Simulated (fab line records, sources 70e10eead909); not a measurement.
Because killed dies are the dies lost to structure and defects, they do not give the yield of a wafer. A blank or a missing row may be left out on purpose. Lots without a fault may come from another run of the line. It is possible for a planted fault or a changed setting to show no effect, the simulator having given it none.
fab line records	flow nand_harc
[record] lots = 7	wafers = 21	last_day = 25
route steps=1159 shown P_ZERO_WELL@16
lots that met no fault: taken from a fault-free run of the same line
start_h: start of the lot's first displayed wafer, in hours after the record's first day	wait_h: hours from the lot's prior step to this one	" identical to the entry in the row above	L1.1+2: one row covering several wafers at once	- no value, or no start given	* or withheld: withheld	< > ~ a bound
route shown NAME@n: names a module that has steps shown in the file, with the first one's number in the route	usual: mean/standard deviation of fault-free wafers	same: alike in all rows	chamber/n: place in a boat	sites: readings site by site	_std_site: standard deviation across them	_edge_site: mean of outer sites minus mean of inner sites	radius_mm: how far each site lies from the wafer's centre	mask NAME#n: copy n	behind: the tool/chamber that last shaped the wafer	hold: the reason the lot was held/the length of the hold in hours/how it ended	device: whichever transistor did not switch (one of n, p or np)	end of line: the route-end tests of the same wafers	a step without rows: its recipe alone	killed: the dies lost at the first sort to structure and to defects; this is not the yield of the wafer	map: a wafer's dies, x killed, . not, _ none there
set.NAME: the setting the step ran with; set.NAME@STEP: the setting that earlier step ran with	model.NAME: the simulator's own value behind a step, which no gauge read
lots seen at some steps along the route; tables by step, rows by wafer
services: the hour from which a tool's chamber was out of use, counted from the record's first day as start_h (under 0 if before that day), plus the number of hours and why
[[steps]]
[step NHARC_P_ZERO_WELL_DESCUM_13]
[recipe] time_s = 3	o2_flow_sccm = 200	ar_flow_sccm = 0	bias_power_w = 0	chemistry = O2
[usual] drypump_motor_current_A = 5.7/0.42	oes_product_au = 1.006/0.014	rf_vpp_V = 57.8/0.84	showerhead_plenum_p_Torr = 1.92/0.063	throttle_valve_pct = 11.311/0.0092
[same] time_s = 3
lot.wafer	tool	chamber	start_h	wait_h	drypump_motor_current_A	oes_product_au	rf_hours_counter_h	rf_vpp_V	showerhead_plenum_p_Torr	throttle_valve_pct
L669.1	rie_diel-05	3	13.30	-	6.2	0.986	1	57.2	2.00	11.326
L669.3	"	1	"	"	5.2	1.031	1	58.0	1.92	11.319
L669.6	"	0	"	"	5.7	1.016	-	56.9	1.90	11.315
L675.1	rie_diel-05	2	49.40	-	5.7	1.014	3	55.6	1.80	11.305
L675.2	"	0	"	"	5.7	1.004	3	56.9	1.90	11.303
L675.6	"	3	"	"	6.2	0.995	-	57.0	2.00	11.311
L679.4	rie_diel-02	3	73.29	-	5.6	1.018	7	59.6	1.94	11.307
L679.6	"	1	"	"	6.0	0.993	-	58.1	1.93	11.309
L679.5	"	2	"	"	4.9	1.007	-	56.9	2.01	11.296
L680.4	rie_diel-05	0	79.27	-	5.7	1.016	6	58.5	1.90	11.315
L680.3	"	3	"	"	6.2	0.994	6	59.9	2.00	11.311
L680.5	"	1	"	"	5.2	1.024	-	58.6	1.92	11.325
L681.4	rie_diel-02	2	85.41	-	4.8	1.014	8	59.2	2.01	11.309
L681.2	"	0	"	"	6.2	1.000	5	57.8	1.93	11.312
L681.5	"	2	"	"	4.9	1.010	-	58.1	2.01	11.319
L689.1	rie_diel-05	1	133.44	-	5.2	1.027	10	58.9	1.92	11.324
L689.6	"	0	"	"	5.7	1.011	-	58.1	1.90	11.307
L689.5	"	1	"	"	5.2	1.025	-	57.8	1.92	11.317
L692.2	rie_diel-05	1	151.42	-	5.2	1.025	11	57.1	1.91	11.327
L692.1	"	0	"	"	5.7	1.018	10	57.1	1.90	11.302
L692.5	"	2	"	"	5.7	1.004	-	56.9	1.80	11.315
[step NHARC_P_ZERO_WELL_ETCH_65]
[recipe] target_depth_a = 800	overetch_a = 240	time_s = 87.88	ion_energy_ev = 200	n2_flow_sccm = 150	h2_flow_sccm = 150	ar_flow_sccm = 0	rf_w = 400	bias_w = 150	chemistry = N2/H2
[usual] drypump_motor_current_A = 5.7/0.41	h2_flow_sccm = 150.1/0.42	oes_product_au = 1.007/0.015	rf_vpp_V = 430.8/2	showerhead_plenum_p_Torr = 2.05/0.066	throttle_valve_pct = 14.173/0.0097
[same] time_s = 87.88
lot.wafer	tool	chamber	start_h	wait_h	drypump_motor_current_A	h2_flow_sccm	oes_product_au	rf_hours_counter_h	rf_vpp_V	showerhead_plenum_p_Torr	throttle_valve_pct
L669.3	rie_diel-05	2	13.40	0.1	5.7	149.8	0.998	1	428.5	1.92	14.177
L669.1	"	3	"	"	6.2	149.4	0.985	1	431.8	2.14	14.168
L669.6	"	0	"	"	5.7	150.5	1.021	-	429.0	2.03	14.178
L675.2	rie_diel-05	2	49.50	0.1	5.7	150.8	1.018	3	426.7	1.92	14.172
L675.1	"	3	"	"	6.2	149.9	0.996	3	435.4	2.14	14.161
L675.6	"	0	"	"	5.7	150.2	1.001	-	429.1	2.03	14.174
L679.4	rie_diel-02	1	73.36	0.1	6.0	149.5	0.997	7	429.7	2.05	14.163
L679.5	"	0	"	"	6.2	149.9	1.002	-	431.6	2.06	14.193
L679.6	"	1	"	"	6.0	149.5	0.985	-	431.3	2.05	14.172
L680.3	rie_diel-05	0	79.36	0.1	5.7	150.2	1.012	6	430.4	2.02	14.169
L680.4	"	3	"	"	6.2	150.1	0.989	6	431.5	2.14	14.158
L680.5	"	0	"	"	5.7	149.9	1.012	-	430.7	2.02	14.164
L681.4	rie_diel-02	1	85.51	0.1	6.0	148.7	0.992	8	429.8	2.05	14.163
L681.2	"	2	"	"	4.9	149.7	0.996	8	432.8	2.14	14.177
L681.5	"	3	"	"	5.6	149.5	1.006	-	431.2	2.07	14.178
L689.1	rie_diel-05	0	133.52	0.1	5.7	150.9	1.025	9	430.3	2.02	14.186
L689.5	"	3	"	"	6.2	150.4	1.003	-	432.4	2.14	14.178
L689.6	"	0	"	"	5.7	150.2	1.029	-	429.1	2.02	14.153
L692.2	rie_diel-05	0	151.51	0.1	5.7	150.0	1.019	10	431.0	2.02	14.166
L692.1	"	1	"	"	5.2	150.5	1.031	11	431.2	2.04	14.171
L692.5	"	0	"	"	5.7	150.0	1.023	-	429.5	2.02	14.175
[step NHARC_P_ZERO_WELL_ETCH_62]
[recipe] target_depth_a = 130	time_s = 6.5	chf3_flow_sccm = 50	ar_flow_sccm = 200	rf_w = 500	bias_w = 200	chemistry = CHF3/Ar
[usual] drypump_motor_current_A = 5.7/0.43	oes_product_au = 0.972/0.016	rf_vpp_V = 370.8/1.8	showerhead_plenum_p_Torr = 2.35/0.075	throttle_valve_pct = 20.217/0.0088
[same] time_s = 6.5
lot.wafer	tool	chamber	start_h	wait_h	drypump_motor_current_A	oes_product_au	rf_hours_counter_h	rf_vpp_V	showerhead_plenum_p_Torr	throttle_valve_pct
L669.3	rie_diel-05	0	-	-	5.7	0.976	1	369.7	2.33	20.225
L669.1	"	1	"	"	5.2	1.008	1	372.5	2.35	20.217
L669.6	"	2	"	"	5.7	0.971	-	367.8	2.22	20.234
L675.2	rie_diel-05	1	-	-	5.2	0.987	4	371.8	2.35	20.220
L675.1	"	2	"	"	5.7	0.965	3	367.6	2.21	20.214
L675.6	"	1	"	"	5.2	0.989	-	371.2	2.35	20.222
L679.4	rie_diel-02	3	-	-	5.6	1.002	7	371.7	2.37	20.216
L679.5	"	1	"	"	6.0	0.954	-	370.5	2.36	20.223
L679.6	"	2	"	"	4.9	0.974	-	373.0	2.45	20.202
L680.3	rie_diel-05	1	-	-	5.2	0.984	6	370.2	2.35	20.212
L680.4	"	3	"	"	6.2	0.982	6	373.7	2.45	20.222
L680.5	"	1	"	"	5.2	0.985	-	371.5	2.35	20.219
L681.2	rie_diel-02	3	-	-	5.6	0.966	8	370.8	2.37	20.211
L681.4	"	1	"	"	6.0	0.967	8	369.7	2.36	20.217
L681.5	"	0	"	"	6.2	0.969	-	371.2	2.36	20.206
L689.1	rie_diel-05	2	-	-	5.7	0.996	9	368.4	2.21	20.237
L689.6	"	1	"	"	5.2	0.988	-	370.1	2.35	20.217
L689.5	"	2	"	"	5.7	0.991	-	367.1	2.21	20.208
L692.1	rie_diel-05	0	-	-	5.7	0.990	10	370.8	2.33	20.224
L692.2	"	2	"	"	5.7	0.977	11	367.6	2.21	20.226
L692.5	"	3	"	"	6.2	0.974	-	374.2	2.45	20.235
[step NHARC_P_ZERO_WELL_ETCH_63]
[recipe] target_depth_a = 1200	time_s = 40.1	hbr_flow_sccm = 150	cl2_flow_sccm = 50	rf_w = 400	icp_w = 400	bias_w = 100	chemistry = HBr/Cl2
[usual] drypump_motor_current_A = 5.8/0.45	oes_product_au = 1.001/0.015	throttle_valve_pct = 26.405/0.009
[same] time_s = 40.1
lot.wafer	tool	chamber	start_h	wait_h	drypump_motor_current_A	oes_product_au	rf_hours_counter_h	throttle_valve_pct
L669.3	rie_si-02	3	13.57	-	5.1	1.005	1.1	26.408
L669.1	"	0	"	"	6.1	0.987	1.2	26.408
L669.6	"	3	"	"	5.1	1.006	-	26.406
L675.2	rie_si-05	2	49.66	-	6.2	0.991	1.3	26.404
L675.1	"	1	"	"	5.6	1.008	1.4	26.418
L675.6	"	3	"	"	5.9	1.014	-	26.390
L679.4	rie_si-06	0	73.53	-	6.0	1.021	0.5	26.396
L679.5	"	0	"	"	6.0	1.018	-	26.398
L679.6	"	1	"	"	5.8	0.983	-	26.389
L680.3	rie_si-05	0	79.55	-	6.5	0.982	0.1	26.391
L680.4	"	1	"	"	5.6	1.015	0.0	26.416
L680.5	"	0	"	"	6.5	0.982	-	26.395
L681.4	rie_si-05	0	85.69	-	6.4	0.993	0.1	26.410
L681.2	"	1	"	"	5.6	1.015	0.1	26.401
L681.5	"	1	"	"	5.6	1.015	-	26.418
L689.1	rie_si-05	2	133.69	-	6.2	0.977	0.4	26.423
L689.5	"	2	"	"	6.2	0.971	-	26.407
L689.6	"	3	"	"	5.8	0.996	-	26.408
L692.2	rie_si-06	3	151.69	-	5.5	0.986	1.3	26.396
L692.1	"	1	"	"	5.8	0.988	1.1	26.406
L692.5	"	3	"	"	5.4	0.979	-	26.395
[step NHARC_P_ZERO_WELL_STRIP_15]
[recipe] time_s = 900	temp_c = 130	chemistry = SPM
[step NHARC_P_ZERO_WELL_DEHYDRATE_16]
[recipe] temp_c = 150	time_s = 120
[step NHARC_P_ZERO_WELL_HMDS_17]
[recipe] time_s = 30
[step NHARC_P_ZERO_WELL_COAT_18]
[recipe] spin_rpm = withheld
[step NHARC_P_ZERO_WELL_SOFTBAKE_19]
[recipe] temp_c = 122	time_s = 95
[step NHARC_P_ZERO_WELL_EBR_20]
[step NHARC_P_ZERO_WELL_EXPOSE_21]
[recipe] na = 0.6	target_cd_nm = 720	dose_mj = 22.31	mask_id = P_NWELL
[step NHARC_P_ZERO_WELL_PEB_22]
[recipe] peb_temp_c = 118	peb_time_s = 85
[step NHARC_P_ZERO_WELL_DEVELOP_23]
[recipe] time_s = 70
[usual] chill_plate_temp_C = 23.00/0.1	exhaust_pa = 45.0/0.78	time_s = 70/0
lot.wafer	tool	chamber	start_h	wait_h	chill_plate_temp_C	exhaust_pa	time_s
L669.1	litho_track-03	0	14	-	23.06	43.9	70
L669.3	"	0	"	"	22.98	44.9	70
L669.6	"	0	"	"	22.86	43.3	70
L675.1	litho_track-03	0	50	-	23.22	45.0	70
L675.2	"	0	"	"	23.17	45.1	70
L675.6	"	0	"	"	23.00	45.4	70
L679.4	litho_track-03	-	74	-	-	-	-
L679.5	"	-	"	"	-	-	-
L679.6	"	-	"	"	-	-	-
L680.3	litho_track-02	-	80	-	-	-	-
L680.4	"	-	"	"	-	-	-
L680.5	"	-	"	"	-	-	-
L681.2	litho_track-07	-	86	-	-	-	-
L681.4	"	-	"	"	-	-	-
L681.5	"	-	"	"	-	-	-
L689.1	litho_track-02	0	134	-	22.94	45.2	70
L689.5	"	0	"	"	22.86	44.7	70
L689.6	"	0	"	"	22.86	46.0	70
L692.1	litho_track-02	0	152	-	22.82	45.4	70
L692.2	"	0	"	"	22.87	45.6	70
L692.5	"	0	"	"	22.80	44.5	70
[[services]]
tool	chamber	start_h	hours	kind
rie_diel-02	1	-10.49	4.2	repair
litho_track-02	-	-10.00	7.0	pm
rie_diel-05	0	-4.40	-	clean
rie_diel-05	1	-4.40	-	clean
rie_diel-05	2	-4.40	-	clean
rie_diel-05	3	-4.40	-	clean
rie_si-06	-	6.00	9.0	pm
rie_diel-02	0	7.10	15.0	repair
litho_track-07	-	14.00	7.0	pm
rie_diel-02	1	17.94	3.8	repair
rie_diel-05	0	20.10	-	clean
rie_diel-02	0	32.63	5.3	repair
rie_si-02	-	34.00	9.0	pm
litho_track-03	-	38.00	7.0	pm
rie_si-06	-	48.33	1.2	repair
rie_si-05	-	62.00	9.0	pm
rie_diel-02	-	63.44	2.2	repair
rie_si-02	2	77.63	19.8	repair
rie_si-02	3	83.44	9.4	repair
rie_si-05	-	92.01	0.3	repair
rie_si-06	1	123.32	8.4	repair
rie_si-02	-	131.08	1.6	repair
rie_si-06	2	134.95	3.7	repair
rie_diel-02	-	150.79	9.0	pm
[[key]]
[first_sign] step = NHARC_P_ZERO_WELL_DEVELOP_23	reading = tool_record	direction = missing
effect none on later readings
met_at NHARC_P_ZERO_WELL_DEVELOP_23
struck_wafers L679.4,L679.5,L679.6,L680.3,L680.4,L680.5,L681.2,L681.4,L681.5
later_rows_left_out L679.4,L679.5,L679.6,L680.3,L680.4,L680.5,L681.2,L681.4,L681.5
sort_left_out L679.4,L679.5,L679.6,L680.3,L680.4,L680.5,L681.2,L681.4,L681.5
tester_left_out L679,L680,L681
onset_between 50 74
[fault] kind = skipped_step_whole	tool = litho_track-02,litho_track-03,litho_track-07	chamber = -	onset_h = 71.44	steps = NHARC_P_ZERO_WELL_DEVELOP_23	scope = struck_lots_only
// tester_left_out: of these lots the tester's yield and bins aren't shown, on N5 and GAA mostly nor the transistor test; their killed dies are dies lost to structure and defects alone, not to doping, threshold or leakage, so they don't give the yield
// sort_left_out: the simulated sort isn't trusted on such a fault, so these wafers' sort isn't shown, and their yield isn't known
// later_rows_left_out: the simulator's readings of these wafers behind a module that went badly wrong aren't trusted and aren't shown, but for the sort
